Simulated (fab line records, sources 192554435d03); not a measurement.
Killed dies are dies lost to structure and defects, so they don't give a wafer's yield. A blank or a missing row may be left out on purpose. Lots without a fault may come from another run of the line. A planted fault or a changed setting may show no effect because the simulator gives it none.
A struck lot beside a sound one | flow n5_finfet | 40 steps out of a route of 1938
Sound: wafers L503.1, L503.4, L503.6. Struck: wafers L509.2, L509.3, L509.4. The cause comes at the end.
At each step with rows: each side's tool, then ch and its chambers, then its first start. Under that, the readings that differ: sound wafers | struck wafers | difference of the means | sigmas: that difference in standard deviations of wafers without a fault.
alike: readings whose means differ by less than 2 such deviations, and words and numbers that are the same on both sides. not compared: withheld readings, readings that some wafer has no value for, bounds like >300 that may hide the same value, and numbers for which the record gives no deviation and whose values overlap.
The two part at a step that has a row with sigmas, a row that says differs or no value, or rows on one side only. Numbers that don't overlap but have no deviation are shown without sigmas and don't part them. A reading that every wafer of one side lacks parts them only if that side has two wafers or more.

first, 12 steps without rows for these wafers: N5_HKMG_FIN_ETCH_32 (etches SOC in N2/H2, target depth 240 nm, time 300 s); N5_HKMG_FIN_STRIP_33 (strips in N2/H2); N5_HKMG_FIN_STRIP_34 (strips in CF4); N5_HKMG_FIN_ETCH_35 (etches SOC in N2/H2, target depth 215.8 nm, time 243.4 s); N5_HKMG_FIN_STRIP_92 (strips SOC in N2/H2, time 20 s); N5_HKMG_FIN_WET_ETCH_18 (etches TiN in SC1, time 55 s, target depth 5.2 nm, rinse time 30 s); N5_HKMG_FIN_STRIP_19 (strips in N2/H2, time 360 s); N5_HKMG_FIN_ALD_91 (deposits TiN, target thk 1 nm, pulse time 1 s, purge time 3 s); N5_HKMG_FIN_COAT_85 (time 60 s, resist thk 300 nm); N5_HKMG_FIN_ETCH_86 (etches SOC in N2/H2, stops on TiN, target depth 393.2 nm); N5_HKMG_FIN_STRIP_89 (strips SOC in N2/H2, time 20 s); N5_HKMG_FIN_WET_ETCH_87 (etches TiN in SC1, time 154.2 s, target depth 4.7 nm, rinse time 30 s).
N5_HKMG_FIN_STRIP_88: strips in N2/H2, time 360 s.
  sound on plasma_asher-01 ch 0, day 4 19:50; struck on plasma_asher-01 ch 0,1, day 6 05:38
  reading    | sound                | struck               | difference | sigmas
  temp_c (C) | 300.13 299.83 300.19 | 299.62 299.68 299.63 | -0.41      | -2
  alike: drypump_motor_current_A, heater_power_w, n2_flow_sccm
  not compared: rf_hours_counter_h
then, 26 steps without rows for these wafers: N5_HKMG_FIN_NWFM_ALD_20 (deposits TiAlC, target thk 2 nm, pulse time 3 s, purge time 2 s); N5_HKMG_FIN_ALD_71 (deposits TiN, target thk 1 nm, pulse time 1 s, purge time 3 s); N5_HKMG_FIN_COAT_66 (time 60 s, resist thk 300 nm); N5_HKMG_FIN_ETCH_67 (etches SOC in N2/H2, stops on TiN, target depth 388.9 nm); N5_HKMG_FIN_STRIP_90 (strips SOC in N2/H2, time 20 s); N5_HKMG_FIN_WET_ETCH_73 (etches the open film in SC1, time 42.3 s, target depth 1.3 nm, rinse time 30 s); N5_HKMG_FIN_ETCHBACK_68 (etches the open film in Cl2/Ar, stops on HfO2, target depth 0.5 nm); N5_HKMG_FIN_STRIP_69 (strips in N2/H2, time 360 s); N5_HKMG_FIN_ALD_21 (deposits TiN, target thk 1.5 nm, pulse time 1 s, purge time 3 s); N5_HKMG_FIN_ALD_72 (deposits W, target thk 2 nm, pulse time 1 s, purge time 2 s); N5_HKMG_FIN_W_FILL_22 (material W, target thk 60 nm, time 18.2 s); N5_HKMG_FIN_PRECLEAN_83 (cleans in DIW, time 57.5 s); N5_HKMG_FIN_SRD_84 (dry time 32 s); N5_HKMG_FIN_CMP_23 (polishes, stops on SiNx, t overpolish 10 s, target thk 46.326 nm); N5_HKMG_FIN_CMP_94 (polishes, stops on SiNx, t overpolish 4.7 s, target thk 43.299 nm); N5_GATE_CUT_ETCHBACK_00 (etches W in SF6/Cl2); N5_GATE_CUT_ETCH_56 (etches TiN in Cl2/Ar, target depth 21.6 nm); N5_GATE_CUT_ETCHBACK_30 (etches TiN in Cl2/Ar, target depth 3 nm); N5_GATE_CUT_VAPOR_ETCH_60 (etches HfO2 in BCl3/Cl2); N5_GATE_CUT_ETCH_58 (etches SiNx in CH3F/O2, target depth 17 nm, time 128.6 s); N5_GATE_CUT_STRIP_59 (strips in N2/H2, time 20 s); N5_GATE_CUT_PRECLEAN_31 (cleans in DIW, time 300 s); N5_GATE_CUT_SRD_32 (time 30 s); N5_GATE_CUT_SAC_CAP_01 (material SiNx, target thk 24 nm, pulse time 1 s, ald cycles 480); N5_GATE_CUT_PECVD_57 (deposits SiNx from SiH4/NH3/N2, target thk 21 nm); N5_GATE_CUT_CMP_02 (polishes, stops on SiO2, t overpolish 12.7 s, target thk 0 nm).
-- the record jumps here: 10 days lie between the struck wafers' starts before and after (it left off in module GATE_CUT and takes up again in module PASSIVATION, whose first step shown is number 1936 of the route) --
N5_PASSIVATION_PROBE_49:
  sound on prober-02, day 14 12:25; struck on prober-02, day 16 03:07
  reading             | sound    | struck      | difference | sigmas
  killed_at_front_end | 39 12 25 | 123 144 182 | +124       | +10
  killed_dies         | 99 92 73 | 188 198 245 | +122       | +7
  killed_on_rim       | 13 14 11 | 35 36 16    | +16        | +5
  alike: killed_at_M0_to_M3, killed_at_M4_up, killed_at_contacts, killed_at_other, killed_open, killed_short

WHERE THEY PART
First at N5_HKMG_FIN_STRIP_88; last, within this record, at N5_PASSIVATION_PROBE_49.

WHY: what the simulator had put in
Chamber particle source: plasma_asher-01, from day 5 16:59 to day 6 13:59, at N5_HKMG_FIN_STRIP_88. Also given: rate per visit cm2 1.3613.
